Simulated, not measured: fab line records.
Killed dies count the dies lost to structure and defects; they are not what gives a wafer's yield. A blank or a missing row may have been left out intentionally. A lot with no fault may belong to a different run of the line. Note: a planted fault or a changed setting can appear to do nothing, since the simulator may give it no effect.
Matching of chambers || flow n5Finfet || N5_FIN_SAQP_STRIP_55 on rieDiel-02 has 4 sister chambers
The step strips in N2/H2. 20 wafers are shown with their chamber, then 10 later ones without.

WAFERS WITH THEIR CHAMBER
{"wafer": "L074.2", "chamber": 2, "drypumpMotorCurrentA (A)": 5.2, "showerheadPlenumPTorr (Torr)": 3.52, "throttleValvePct (%)": 18.7}
{"wafer": "L074.3", "chamber": 0, "drypumpMotorCurrentA (A)": 6.4, "showerheadPlenumPTorr (Torr)": 3.39, "throttleValvePct (%)": 18.3}
{"wafer": "L074.5", "chamber": 2, "drypumpMotorCurrentA (A)": 5.3, "showerheadPlenumPTorr (Torr)": 3.52, "throttleValvePct (%)": 18.7}
{"wafer": "L075.3", "chamber": 2, "drypumpMotorCurrentA (A)": 5.2, "showerheadPlenumPTorr (Torr)": 3.52, "throttleValvePct (%)": 18.7}
{"wafer": "L075.4", "chamber": 0, "drypumpMotorCurrentA (A)": 6.4, "showerheadPlenumPTorr (Torr)": 3.39, "throttleValvePct (%)": 18.4}
{"wafer": "L075.6", "chamber": 2, "drypumpMotorCurrentA (A)": 5.2, "showerheadPlenumPTorr (Torr)": 3.52, "throttleValvePct (%)": 18.7}
{"wafer": "L076.1", "chamber": 0, "drypumpMotorCurrentA (A)": 6.4, "showerheadPlenumPTorr (Torr)": 3.39, "throttleValvePct (%)": 18.4}
{"wafer": "L076.5", "chamber": 2, "drypumpMotorCurrentA (A)": 5.3, "showerheadPlenumPTorr (Torr)": 3.52, "throttleValvePct (%)": 18.7}
{"wafer": "L076.6", "chamber": 1, "drypumpMotorCurrentA (A)": 5.5, "showerheadPlenumPTorr (Torr)": 3.36, "throttleValvePct (%)": 19.3}
{"wafer": "L077.1", "chamber": 1, "drypumpMotorCurrentA (A)": 5.5, "showerheadPlenumPTorr (Torr)": 3.36, "throttleValvePct (%)": 19.3}
{"wafer": "L077.2", "chamber": 2, "drypumpMotorCurrentA (A)": 5.2, "showerheadPlenumPTorr (Torr)": 3.51, "throttleValvePct (%)": 18.7}
{"wafer": "L077.5", "chamber": 1, "drypumpMotorCurrentA (A)": 5.5, "showerheadPlenumPTorr (Torr)": 3.36, "throttleValvePct (%)": 19.4}
{"wafer": "L082.1", "chamber": 2, "drypumpMotorCurrentA (A)": 5.2, "showerheadPlenumPTorr (Torr)": 3.51, "throttleValvePct (%)": 18.7}
{"wafer": "L082.2", "chamber": 1, "drypumpMotorCurrentA (A)": 5.5, "showerheadPlenumPTorr (Torr)": 3.35, "throttleValvePct (%)": 19.4}
{"wafer": "L082.5", "chamber": 2, "drypumpMotorCurrentA (A)": 5.3, "showerheadPlenumPTorr (Torr)": 3.51, "throttleValvePct (%)": 18.8}
{"wafer": "L083.1", "chamber": 3, "drypumpMotorCurrentA (A)": 5.7, "showerheadPlenumPTorr (Torr)": 3.28, "throttleValvePct (%)": 18.5}
{"wafer": "L083.2", "chamber": 1, "drypumpMotorCurrentA (A)": 5.5, "showerheadPlenumPTorr (Torr)": 3.35, "throttleValvePct (%)": 19.4}
{"wafer": "L083.5", "chamber": 3, "drypumpMotorCurrentA (A)": 5.7, "showerheadPlenumPTorr (Torr)": 3.28, "throttleValvePct (%)": 18.5}
{"wafer": "L085.3", "chamber": 2, "drypumpMotorCurrentA (A)": 5.2, "showerheadPlenumPTorr (Torr)": 3.50, "throttleValvePct (%)": 18.8}
{"wafer": "L085.5", "chamber": 1, "drypumpMotorCurrentA (A)": 5.5, "showerheadPlenumPTorr (Torr)": 3.35, "throttleValvePct (%)": 19.4}

SIGNATURES (means of the wafers above)
{"reading": "drypumpMotorCurrentA", "chamber 0": 6.400, "chamber 1": 5.500, "chamber 2": 5.233, "chamber 3": 5.700, "scatter within a chamber": 0.0354}
{"reading": "showerheadPlenumPTorr", "chamber 0": 3.3900, "chamber 1": 3.3550, "chamber 2": 3.5144, "chamber 3": 3.2800, "scatter within a chamber": 0.00598}
{"reading": "throttleValvePct", "chamber 0": 18.367, "chamber 1": 19.367, "chamber 2": 18.722, "chamber 3": 18.500, "scatter within a chamber": 0.0471}
Rule: a wafer lies at a distance from a chamber equal to the root of the sum of squares, over the readings, of (its reading less the chamber's mean, divided by the reading's scatter). The wafer belongs to the nearest chamber; if the next one is less than 2 further off, it can't be placed. The scatter: the root of (the sum of the squares of (reading less its chamber's mean) over the shown wafers, divided by (wafers less chambers)).

WAFERS WITHOUT THEIR CHAMBER
{"wafer": "L085.6", "drypumpMotorCurrentA (A)": 5.2, "showerheadPlenumPTorr (Torr)": 3.51, "throttleValvePct (%)": 18.7}
{"wafer": "L089.1", "drypumpMotorCurrentA (A)": 6.3, "showerheadPlenumPTorr (Torr)": 3.38, "throttleValvePct (%)": 18.4}
{"wafer": "L089.3", "drypumpMotorCurrentA (A)": 5.3, "showerheadPlenumPTorr (Torr)": 3.50, "throttleValvePct (%)": 18.8}
{"wafer": "L089.5", "drypumpMotorCurrentA (A)": 5.3, "showerheadPlenumPTorr (Torr)": 3.50, "throttleValvePct (%)": 18.8}
{"wafer": "L090.1", "drypumpMotorCurrentA (A)": 5.7, "showerheadPlenumPTorr (Torr)": 3.27, "throttleValvePct (%)": 18.5}
{"wafer": "L090.2", "drypumpMotorCurrentA (A)": 5.5, "showerheadPlenumPTorr (Torr)": 3.34, "throttleValvePct (%)": 19.4}
{"wafer": "L090.4", "drypumpMotorCurrentA (A)": 6.4, "showerheadPlenumPTorr (Torr)": 3.38, "throttleValvePct (%)": 18.4}
{"wafer": "L091.1", "drypumpMotorCurrentA (A)": 5.2, "showerheadPlenumPTorr (Torr)": 3.50, "throttleValvePct (%)": 18.8}
{"wafer": "L091.3", "drypumpMotorCurrentA (A)": 6.4, "showerheadPlenumPTorr (Torr)": 3.37, "throttleValvePct (%)": 18.4}
{"wafer": "L091.6", "drypumpMotorCurrentA (A)": 5.2, "showerheadPlenumPTorr (Torr)": 3.50, "throttleValvePct (%)": 18.8}

THE CHAMBER EACH PASSED THROUGH
{"wafer": "L085.6", "from the rows above": 2, "in truth": 2}
{"wafer": "L089.1", "from the rows above": 0, "in truth": 0}
{"wafer": "L089.3", "from the rows above": 2, "in truth": 2}
{"wafer": "L089.5", "from the rows above": 2, "in truth": 2}
{"wafer": "L090.1", "from the rows above": 3, "in truth": 3}
{"wafer": "L090.2", "from the rows above": 1, "in truth": 1}
{"wafer": "L090.4", "from the rows above": 0, "in truth": 0}
{"wafer": "L091.1", "from the rows above": 2, "in truth": 2}
{"wafer": "L091.3", "from the rows above": 0, "in truth": 0}
{"wafer": "L091.6", "from the rows above": 2, "in truth": 2}
Correctly placed: 10 of 10. Left unplaced by these rows: 0. 0 placed wrongly.
